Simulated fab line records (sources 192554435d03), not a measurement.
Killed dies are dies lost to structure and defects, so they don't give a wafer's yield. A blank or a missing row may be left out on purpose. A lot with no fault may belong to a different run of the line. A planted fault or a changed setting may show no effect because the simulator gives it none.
Which tool is to blame? -- flow n5_finfet -- Sampling: 8 lots, 24 wafers, 6 of 1938 route steps

## WHAT EACH GAUGE READ, for each wafer
N5_BEOL_M4_CD_MEAS_11: target cd 16.79 nm. Usual: 16.83 nm for cd_nm, sd 0.23.
lot,measured,on,cd_nm (nm),flag
L763,day 7 02:59,cd_sem-02,16.76 16.77 17.16,
L781,day 12 09:38,cd_sem-01,16.93 17.20 16.92,
L780,day 12 10:53,cd_sem-02,17.00 16.86 16.59,
L782,day 12 11:07,cd_sem-03,16.87 16.76 16.71,
L783,day 12 14:00,cd_sem-02,16.91 16.84 16.62,
L784,day 13 01:41,cd_sem-02,16.77 16.67 16.53,
L785,day 13 02:38,cd_sem-03,17.08 16.91 16.70,
L786,day 13 07:10,cd_sem-03,16.59 16.54 16.81,

N5_BEOL_M4_CD_MEAS_35: target cd 18 nm, target cd y 22.4 nm. Usual: 17.93 nm for cd_nm, sd 0.29.
lot,measured,on,cd_nm (nm),flag
L763,day 7 09:55,cd_sem-01,17.81 17.84 17.83,
L781,day 12 13:05,cd_sem-03,18.38 18.01 17.60,
L780,day 12 13:29,cd_sem-02,17.83 17.84 17.85,
L782,day 12 17:55,cd_sem-02,17.86 18.23 18.28,
L783,day 12 17:57,cd_sem-01,17.89 17.73 17.85,
L784,day 13 06:01,cd_sem-02,17.63 17.85 18.01,
L785,day 13 10:50,cd_sem-03,18.02 17.84 17.97,
L786,day 13 14:07,cd_sem-01,17.79 18.25 18.10,

N5_BEOL_M4_RC_MEAS_101. Usual: DIBL_N 36.3 mV/V, standard deviation 1.2; DIBL_P 36.7 mV/V, standard deviation 1.5; IOFF_N 0.164 nA/um, standard deviation 0.02; IOFF_P 0.214 nA/um, standard deviation 0.024; ION_N 673 uA/um, standard deviation 8.5; ION_P 461 uA/um, standard deviation 5.9; SS_N 71.6 mV/dec, standard deviation 0.44; SS_P 73.3 mV/dec, standard deviation 0.55; VT_N 249.4 mV, standard deviation 2.4; VT_P -250.0 mV, standard deviation 2.3.
lot,measured,on,DIBL_N (mV/V),DIBL_P (mV/V),IOFF_N (nA/um),IOFF_P (nA/um),ION_N (uA/um),ION_P (uA/um),SS_N (mV/dec),SS_P (mV/dec),VT_N (mV),VT_P (mV),flag
L763,day 7 14:05,prober-01,36.3 35.6 36.4,35.8 34.9 35.2,0.162 0.149 0.160,0.194 0.182 0.188,674 654 655,458 449 453,71.9 71.7 71.4,73.4 73.3 74.0,249.4 250.6 249.2,-251.8 -255.3 -251.0,
L783,day 12 22:19,prober-02,38.6 36.9 39.0,37.3 36.2 37.4,0.201 0.162 0.196,0.240 0.213 0.229,679 664 666,465 454 460,71.2 70.9 71.8,73.5 73.0 73.7,245.6 249.2 246.6,-246.5 -248.0 -249.1,
L784,day 13 12:11,prober-01,36.0 37.5 36.9,36.4 38.9 38.2,0.163 0.194 0.180,0.219 0.256 0.244,675 671 674,461 460 465,71.3 71.9 71.4,73.2 73.7 73.9,246.9 245.0 247.3,-248.3 -248.7 -248.9,
L785,day 13 14:47,prober-02,38.4 39.1 37.7,38.8 39.1 37.5,0.186 0.205 0.175,0.236 0.240 0.207,677 685 684,466 467 463,71.4 72.2 71.6,73.5 73.5 72.5,249.3 246.7 248.6,-249.4 -248.1 -252.9,
L786,day 13 19:11,prober-02,36.3 36.1 38.6,38.1 38.3 40.1,0.159 0.160 0.200,0.214 0.214 0.258,680 672 682,465 465 469,71.2 71.2 72.3,73.8 73.3 74.7,251.0 251.5 247.2,-251.5 -250.7 -249.7,

## TOOL THAT RAN EACH LOT (tool first, then ch and the chambers of the sampled wafers, then the start)
lot,N5_BEOL_M4_ETCH_70,N5_BEOL_M4_VIA_ETCH_34,N5_BEOL_M4_ETCH_41
L763,"rie_diel-01 ch 0,1,3, day 7 09:24","rie_diel-01 ch 0,1,3, day 7 09:31","rie_diel-01 ch 0,1,3, day 7 09:55 or earlier"
L781,"rie_diel-01 ch 1,2,3, day 12 12:34","rie_diel-01 ch 1,2,3, day 12 12:40","rie_diel-01 ch 1,2,3, day 12 13:05 or earlier"
L780,"rie_diel-01 ch 0,2,3, day 12 12:58","rie_diel-01 ch 0,2,3, day 12 13:04","rie_diel-01 ch 0,2,3, day 12 13:29 or earlier"
L782,"rie_diel-04 ch 1,3, day 12 17:25","rie_diel-04 ch 1,3, day 12 17:31","rie_diel-04 ch 1,3, day 12 17:55 or earlier"
L783,"rie_diel-01 ch 0,1, day 12 17:25","rie_diel-01 ch 0,1, day 12 17:32","rie_diel-01 ch 0,1, day 12 17:57 or earlier"
L784,"rie_diel-01 ch 0,1,3, day 13 05:31","rie_diel-01 ch 0,1,3, day 13 05:37","rie_diel-01 ch 0,1,3, day 13 06:01 or earlier"
L785,"rie_diel-03 ch 1,2,3, day 13 10:14","rie_diel-03 ch 1,2,3, day 13 10:20","rie_diel-03 ch 1,2,3, day 13 10:50 or earlier"
L786,"rie_diel-03 ch 0,2,3, day 13 13:36","rie_diel-03 ch 0,2,3, day 13 13:43","rie_diel-03 ch 0,2,3, day 13 14:07 or earlier"
- N5_BEOL_M4_ETCH_70: etches SOC in N2/H2, target depth 80 nm, overetch 24 nm, time 130 s.
- N5_BEOL_M4_VIA_ETCH_34: etches the open film in C4F6/O2, target depth 69.4 nm, time 65.9 s.
- N5_BEOL_M4_ETCH_41: etches SiCN in CH3F/O2, target depth 29.9 nm, time 52.5 s.

## AS READ BY THE TOOLS THEMSELVES (means over the sampled wafers that have a number; for cases with no such wafer, the mark the record gives instead)
N5_BEOL_M4_ETCH_70. Usual: bias_w 150.0 W, standard deviation 0.41; chamber_pressure_mTorr 30.00 mTorr, standard deviation 0.033; drypump_motor_current_A 6.0 A, standard deviation 0.4; oes_product_au 0.58 a.u., standard deviation 0.066; rf_vpp_V 524.2 V, standard deviation 2; showerhead_plenum_p_Torr 2.56 Torr, standard deviation 0.067; throttle_valve_pct 17.90 %, standard deviation 0.21.
lot,tool,bias_w (W),chamber_pressure_mTorr (mTorr),drypump_motor_current_A (A),oes_product_au (a.u.),rf_vpp_V (V),showerhead_plenum_p_Torr (Torr),throttle_valve_pct (%),flag
L763,rie_diel-01,149.8,30.01,6.4,0.61,525.5,2.60,17.94,
L781,rie_diel-01,-,-,-,-,-,-,-,OFF
L780,rie_diel-01,-,-,-,-,-,-,-,OFF
L782,rie_diel-04,-,-,-,-,-,-,-,OFF
L783,rie_diel-01,149.6,30.02,6.6,0.55,523.6,2.57,18.12,
L784,rie_diel-01,150.3,30.00,6.4,0.57,524.8,2.58,18.03,
L785,rie_diel-03,150.1,30.00,6.0,0.61,522.8,2.50,17.82,
L786,rie_diel-03,149.8,29.98,5.8,0.62,523.9,2.54,17.69,

N5_BEOL_M4_VIA_ETCH_34. Usual: C4F6_flow_sccm 10.00 sccm, standard deviation 0.033; O2_flow_sccm 10.00 sccm, standard deviation 0.033; drypump_motor_current_A 6.0 A, standard deviation 0.4; oes_product_au 0.79 a.u., standard deviation 0.095; rf_vpp_V 666 V, standard deviation 7.7; showerhead_plenum_p_Torr 2.86 Torr, standard deviation 0.073; throttle_valve_pct 30.82 %, standard deviation 0.2.
lot,tool,C4F6_flow_sccm (sccm),O2_flow_sccm (sccm),drypump_motor_current_A (A),oes_product_au (a.u.),rf_vpp_V (V),showerhead_plenum_p_Torr (Torr),throttle_valve_pct (%),flag
L763,rie_diel-01,10.01,10.01,6.4,0.83,669,2.91,30.96,
L781,rie_diel-01,10.00,10.00,6.2,0.28,666,2.84,30.81,OFF
L780,rie_diel-01,9.96,9.96,6.2,0.29,671,2.90,30.78,OFF
L782,rie_diel-04,10.01,10.01,5.8,0.30,662,2.88,30.70,OFF
L783,rie_diel-01,9.99,9.96,6.6,0.75,670,2.87,31.03,
L784,rie_diel-01,10.00,9.99,6.4,0.77,668,2.88,31.00,
L785,rie_diel-03,10.00,9.99,6.0,0.83,668,2.78,30.69,
L786,rie_diel-03,9.97,9.99,5.8,0.85,665,2.82,30.56,

N5_BEOL_M4_ETCH_41. Usual: CH3F_flow_sccm 29.97 sccm, standard deviation 0.091; O2_flow_sccm 20.00 sccm, standard deviation 0.06; drypump_motor_current_A 6.0 A, standard deviation 0.4; oes_product_au 0.79 a.u., standard deviation 0.095; rf_vpp_V 297.6 V, standard deviation 1.4; showerhead_plenum_p_Torr 2.01 Torr, standard deviation 0.053; throttle_valve_pct 16.36 %, standard deviation 0.22.
lot,tool,CH3F_flow_sccm (sccm),O2_flow_sccm (sccm),drypump_motor_current_A (A),oes_product_au (a.u.),rf_vpp_V (V),showerhead_plenum_p_Torr (Torr),throttle_valve_pct (%),flag
L763,rie_diel-01,30.01,19.97,6.4,0.83,299.5,2.05,16.42,
L781,rie_diel-01,29.99,19.99,6.2,0.74,297.3,2.00,16.44,
L780,rie_diel-01,29.94,19.96,6.2,0.79,297.1,2.04,16.38,
L782,rie_diel-04,29.88,20.04,5.8,0.78,297.7,2.03,16.42,
L783,rie_diel-01,29.91,19.93,6.5,0.74,297.3,2.02,16.57,
L784,rie_diel-01,29.99,19.99,6.4,0.77,298.6,2.03,16.52,
L785,rie_diel-03,30.07,20.02,6.0,0.82,296.0,1.96,16.28,
L786,rie_diel-03,29.99,19.94,5.8,0.85,296.8,1.99,16.17,

## THE ANSWER, worked out from the rows above alone
Rule: a lot is off if the mean of its wafers that have a number lies more than 3 standard deviations from the usual mean. Also off: a lot with no number at a reading for which 4 or more lots have one. The other lots that the step has rows for count as sound. Order of review: gauges by route order, followed by the tools' own readings, for which a lot's mean as printed above is used. The first step at which some lot is off is used, and at that step the reading that is off furthest; a lot without a number counts as furthest.
Off: L781, L780, L782 (N5_BEOL_M4_ETCH_70, bias_w). Without a number there: L781, L780, L782.
A tool fits if, at that step or a process step before it, it ran every lot that is off, and no sound lot after the first of them. None of those tried fits.

## WHAT THE SIMULATOR PUT IN
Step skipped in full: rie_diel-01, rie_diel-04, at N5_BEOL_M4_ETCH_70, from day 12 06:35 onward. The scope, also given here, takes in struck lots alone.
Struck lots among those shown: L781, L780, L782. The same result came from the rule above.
